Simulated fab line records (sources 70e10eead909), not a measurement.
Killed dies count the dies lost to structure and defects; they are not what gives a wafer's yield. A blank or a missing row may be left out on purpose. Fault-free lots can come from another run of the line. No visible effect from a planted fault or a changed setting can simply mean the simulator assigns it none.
3 desks, one fault / flow nand harc / every desk sees just its own numbers, and what lay behind them comes last

== FOR THE TOOL OWNER'S DESK: litho track-07 ==
The tool's own readings at NHARC_P_STI_SOFTBAKE_04 (time 70 s): means of the sampled wafers that have a number, for each lot that ran on this tool. The brackets show how far a lot's mean lies from the usual mean; more than 4 standard deviations puts the lot out of limits, marked OUT.
Columns: A = heater power total W at NHARC_P_STI_SOFTBAKE_04, usual 200.6 W
lot=L306; first seen here=day 2 20:00; A=200.5
lot=L308; first seen here=day 3 14:00; A=200.7
lot=L309; first seen here=day 4 02:00; A=201.2
lot=L310; first seen here=day 4 13:00; A=199.4
lot=L312; first seen here=day 5 05:00; A=201.0
lot=L313; first seen here=day 5 21:00; A=207.3 (+5.2) OUT
lot=L323; first seen here=day 9 20:00; A=200.7
lot=L325; first seen here=day 10 19:00; A=200.2
Finding of this desk: L313 out of limits; the first was L313 at day 5 21:00, on heater power total W at NHARC_P_STI_SOFTBAKE_04. In limits: L306, L308, L309, L310, L312, L323, L325.

== THE DEFECT DESK ==
Lot by lot, what the route's inspections counted, given as the mean of those sampled wafers with a number. The brackets show how far a lot's mean lies from the usual mean; more than 4 standard deviations puts the lot out of limits, marked OUT.
Columns: A = raw defect count at NHARC_P_STI_INSPECT_11, usual 5.5
lot=L306; first seen here=day 2 20:46; A=7.0
lot=L307; first seen here=day 3 05:49; A=6.0
lot=L308; first seen here=day 3 14:29; A=6.0
lot=L309; first seen here=day 4 02:51; A=6.7
lot=L310; first seen here=day 4 14:07; A=6.0
lot=L312; first seen here=day 5 05:53; A=5.7
lot=L313; first seen here=day 5 22:06; A=2.0
lot=L316; first seen here=day 6 22:41; A=2.0
lot=L323; first seen here=day 9 20:59; A=3.7
lot=L324; first seen here=day 10 09:02; A=3.7
lot=L325; first seen here=day 10 20:11; A=5.7
lot=L327; first seen here=day 11 15:19; A=3.7
lot=L329; first seen here=day 12 13:38; A=9.0
Finding of this desk: none of the 13 lots has anything out of limits.

== THE METROLOGY DESK ==
What the gauges read for every lot (on any tool): the sampled wafers with a number, averaged. The brackets show how far a lot's mean lies from the usual mean; more than 4 standard deviations puts the lot out of limits, marked OUT.
Columns: A = cd nm at NHARC_P_ZERO_WELL_CD_MEAS_37, usual 719.7 nm
lot=L306; first seen here=day 1 23:58; A=717.4
lot=L307; first seen here=day 2 10:14; A=716.3
lot=L308; first seen here=day 2 20:14; A=717.1
lot=L309; first seen here=day 3 06:13; A=721.4
lot=L310; first seen here=day 3 16:01; A=720.7
lot=L312; first seen here=day 4 11:58; A=720.6
lot=L313; first seen here=day 4 22:05; A=720.0
lot=L316; first seen here=day 6 04:04; A=719.6
lot=L323; first seen here=day 9 02:23; A=723.7
lot=L324; first seen here=day 9 12:14; A=720.5
lot=L325; first seen here=day 9 22:31; A=717.4
lot=L327; first seen here=day 10 18:07; A=719.7
lot=L329; first seen here=day 11 16:08; A=720.9
Finding of this desk: none of the 13 lots has anything out of limits.

== ALL TOGETHER ==
An alarm could have come from the tool owner's desk at day 5 21:00, on L313.
Nothing the defect desk looked at was out of limits.
Metrology desk: nothing out of limits seen.
The defect desk has L313 on record, within its limits.
The metrology desk holds a record of L313, inside its limits.
On litho track-07, each named lot ran NHARC_P_STI_SOFTBAKE_04.

== WHAT WAS PUT IN BY THE SIMULATOR ==
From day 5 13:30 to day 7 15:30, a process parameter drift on litho track-07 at NHARC_P_STI_SOFTBAKE_04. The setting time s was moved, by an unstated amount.
Struck lots among those shown: L313.
Time in hours from fault onset to the first out-of-limits reading at each desk: the tool owner's desk, 8.
